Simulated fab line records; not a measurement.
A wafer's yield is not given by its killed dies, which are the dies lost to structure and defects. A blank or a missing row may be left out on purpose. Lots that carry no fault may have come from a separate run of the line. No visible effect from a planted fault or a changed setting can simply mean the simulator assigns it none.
Which of the tools did it?    flow nand harc    36 wafers from 12 lots sampled at 5 of the route's 1302 steps

== WHAT THE GAUGES READ, wafer by wafer ==
NHARC_END_SORT_01. Usual: killed at array 56, standard deviation 19; killed at other 1.0, standard deviation 1.3; killed at periphery 3.8, standard deviation 2.2; killed dies 61, standard deviation 19; killed open 3.1, standard deviation 1.9; killed short 2.3, standard deviation 1.5.
lot   measured      on         killed at array  killed at other  killed at periphery  killed dies  killed open  killed short  flag
L288  day 29 04:31  prober-01  109 158 156      2 2 2            5 5 3                116 165 161  3 2 2        2 1 2         OFF
L289  day 30 06:13  prober-02  174 154 128      0 0 2            4 0 2                178 154 132  2 1 2        2 2 2         OFF

== WHAT TOOL EACH LOT RAN ON (gives the tool, then ch and the chambers of the sampled wafers, and finally the start) ==
lot   NHARC_A_CONTACT_DEP_24           NHARC_A_CONTACT_DEP_28         NHARC_A_CONTACT_ETCH_51                        NHARC_A_CONTACT_ETCH_113
L278  pecvd-04 ch 0,1,2, day 21 14:45  acl dep-02 ch 0, day 21 15:21  rie diel-02 ch 2,3, day 21 22:37 or earlier    har cap etch-02 ch 0,1, day 21 22:37
L279  pecvd-02 ch 1,2, day 21 14:48    acl dep-01 ch 0, day 21 16:28  rie diel-08 ch 0,1,3, day 21 23:52 or earlier  har cap etch-03 ch 0,1, day 21 23:52
L288  pecvd-04 ch 0,1,2, day 25 01:02  acl dep-02 ch 0, day 25 02:21  rie diel-04 ch 1,2,3, day 25 11:37 or earlier  har cap etch-03 ch 0,1, day 25 11:37
L289  pecvd-04 ch 0,1,2, day 25 15:44  acl dep-02 ch 0, day 25 21:04  rie diel-02 ch 0,2,3, day 26 05:32 or earlier  har cap etch-01 ch 0,1, day 26 05:32
L292  pecvd-01 ch 0,1,2, day 27 04:36  acl dep-01 ch 0, day 27 06:38  rie diel-08 ch 2,3, day 27 12:46 or earlier    har cap etch-02 ch 0,1, day 27 12:46
L295  pecvd-01 ch 0,1, day 28 04:50    acl dep-02 ch 0, day 28 05:26  rie diel-08 ch 1,3, day 28 13:15 or earlier    har cap etch-01 ch 0, day 28 13:15
L294  pecvd-02 ch 0,1,2, day 28 04:59  acl dep-01 ch 0, day 28 06:20  rie diel-04 ch 0,2,3, day 28 13:03 or earlier  har cap etch-03 ch 0,1, day 28 13:03
L297  pecvd-04 ch 0,1,2, day 28 13:00  acl dep-02 ch 0, day 28 14:19  rie diel-02 ch 1,2,3, day 28 23:50 or earlier  har cap etch-03 ch 0,1, day 28 23:50
L298  pecvd-04 ch 0,1,2, day 29 01:13  acl dep-01 ch 0, day 29 03:44  rie diel-08 ch 2,3, day 29 08:17               har cap etch-01 ch 0,1, day 29 10:12
L300  pecvd-04 ch 1,2, day 30 02:14    acl dep-01 ch 0, day 30 02:50  rie diel-02 ch 2,3, day 30 10:07 or earlier    har cap etch-03 ch 0,1, day 30 10:07
L299  pecvd-02 ch 0,1,2, day 30 02:26  acl dep-02 ch 0, day 30 04:26  rie diel-08 ch 0,1, day 30 11:04 or earlier    har cap etch-02 ch 0,1, day 30 11:04
L301  pecvd-02 ch 1,2, day 31 03:00    acl dep-01 ch 0, day 31 03:32  rie diel-04 ch 0,1,3, day 31 11:27 or earlier  har cap etch-03 ch 0,1, day 31 11:27
- NHARC_A_CONTACT_DEP_24: deposits SiO2, target thk 500 nm.
- NHARC_A_CONTACT_DEP_28: deposits aC, target thk 7000 nm.
- NHARC_A_CONTACT_ETCH_51: etches the open film in O2/COS, target depth 7000 nm, time 1820 s.
- NHARC_A_CONTACT_ETCH_113: etches the open film in C4F8/O2/Ar, time 190 s, target depth 1850 nm.

== AS READ BY THE TOOLS THEMSELVES (means over the sampled wafers that have a number; for cases with no such wafer, the mark the record gives instead) ==
NHARC_A_CONTACT_DEP_24. Usual: heater power w 616 W, standard deviation 130; mfc precursor sccm 161.3 sccm, standard deviation 0.46; rf fwd power W 898.7 W, standard deviation 2.6; throttle valve pct 15.9 %, standard deviation 0.56.
lot   tool      heater power w (W)  mfc precursor sccm (sccm)  rf fwd power W (W)  throttle valve pct (%)  flag
L278  pecvd-04  561                 161.4                      897.8               15.5                    
L279  pecvd-02  604                 162.0                      899.1               15.8                    
L288  pecvd-04  588                 162.1                      897.2               15.6                    
L289  pecvd-04  618                 161.2                      897.7               15.7                    
L292  pecvd-01  607                 161.4                      898.3               16.1                    
L295  pecvd-01  696                 161.1                      897.6               16.1                    
L294  pecvd-02  646                 161.4                      898.2               16.1                    
L297  pecvd-04  578                 161.2                      898.5               15.5                    
L298  pecvd-04  574                 161.1                      900.3               15.7                    
L300  pecvd-04  600                 160.8                      900.7               16.1                    
L299  pecvd-02  694                 161.0                      898.7               16.0                    
L301  pecvd-02  577                 161.1                      898.0               16.0                    

NHARC_A_CONTACT_DEP_28. Usual: 35.000 % for throttle valve pct, sd 0.0091.
lot   tool        throttle valve pct (%)  flag
L278  acl dep-02  34.996                  
L279  acl dep-01  34.995                  
L288  acl dep-02  35.002                  
L289  acl dep-02  34.994                  
L292  acl dep-01  34.988                  
L295  acl dep-02  35.006                  
L294  acl dep-01  35.002                  
L297  acl dep-02  34.996                  
L298  acl dep-01  35.002                  
L300  acl dep-01  35.001                  
L299  acl dep-02  34.999                  
L301  acl dep-01  34.995                  

NHARC_A_CONTACT_ETCH_51. Usual: cos flow sccm 19.99 sccm, standard deviation 0.062; drypump motor current A 5.8 A, standard deviation 0.44; oes product au 0.999 a.u., standard deviation 0.0096; rf fwd power W 500.0 W, standard deviation 1.5; rf vpp V 314.5 V, standard deviation 2.1; showerhead plenum p Torr 3.14 Torr, standard deviation 0.13; throttle valve pct 28.331 %, standard deviation 0.0094.
lot   tool         cos flow sccm (sccm)  drypump motor current A (A)  oes product au (a.u.)  rf fwd power W (W)  rf vpp V (V)  showerhead plenum p Torr (Torr)  throttle valve pct (%)  flag
L278  rie diel-02  19.99                 5.6                          1.007                  501.5               314.6         3.17                             28.326                  
L279  rie diel-08  20.00                 6.0                          1.000                  500.3               314.4         3.12                             28.329                  
L288  rie diel-04  19.97                 6.2                          0.986                  500.0               316.0         3.31                             28.335                  
L289  rie diel-02  20.02                 5.9                          1.000                  499.9               314.8         3.16                             28.327                  
L292  rie diel-08  19.95                 5.5                          0.991                  499.6               313.9         3.04                             28.333                  
L295  rie diel-08  19.96                 5.9                          1.001                  500.6               312.3         3.00                             28.330                  
L294  rie diel-04  19.96                 5.9                          1.001                  500.2               315.8         3.20                             28.333                  
L297  rie diel-02  20.00                 5.4                          0.991                  500.2               314.7         3.12                             28.345                  
L298  rie diel-08  20.01                 5.6                          1.003                  499.9               312.1         2.99                             28.331                  
L300  rie diel-02  20.00                 5.6                          0.998                  499.2               315.7         3.14                             28.318                  
L299  rie diel-08  19.96                 6.1                          1.010                  499.8               314.8         3.14                             28.318                  
L301  rie diel-04  19.97                 5.8                          0.996                  500.4               315.5         3.19                             28.327                  

== THE ANSWER, worked out from the rows above alone ==
Rule: a lot is off if the mean of its wafers that have a number lies more than 3 standard deviations from the usual mean. Also off: a lot with no number at a reading for which 4 or more lots have one. All remaining lots with rows at the step are treated as sound. After the gauges, taken in route order, come the tools' own readings; for these a lot's mean is taken, as printed above. At the first step where some lot is off, the reading lying furthest off is the one used; lots without a number count as furthest.
Off: L288, L289 (NHARC_END_SORT_01, killed at array). Neither off nor sound, because the step has no rows for them: L278, L279, L292, L295, L294, L297, L298, L300, L299, L301.
A tool fits if, at a process step before that reading, it ran every lot that is off, and no sound lot after the first of them. Gauges at NHARC_END_SORT_01: tried the same way as those tools. With no start given for some of its lots, NHARC_A_CONTACT_ETCH_51 uses the hours and lot order of NHARC_A_CONTACT_ETCH_113. This does not decide it: 2 tools fit, namely pecvd-04 at NHARC_A_CONTACT_DEP_24 and acl dep-02 at NHARC_A_CONTACT_DEP_28.

== WHAT WAS PUT IN BY THE SIMULATOR ==
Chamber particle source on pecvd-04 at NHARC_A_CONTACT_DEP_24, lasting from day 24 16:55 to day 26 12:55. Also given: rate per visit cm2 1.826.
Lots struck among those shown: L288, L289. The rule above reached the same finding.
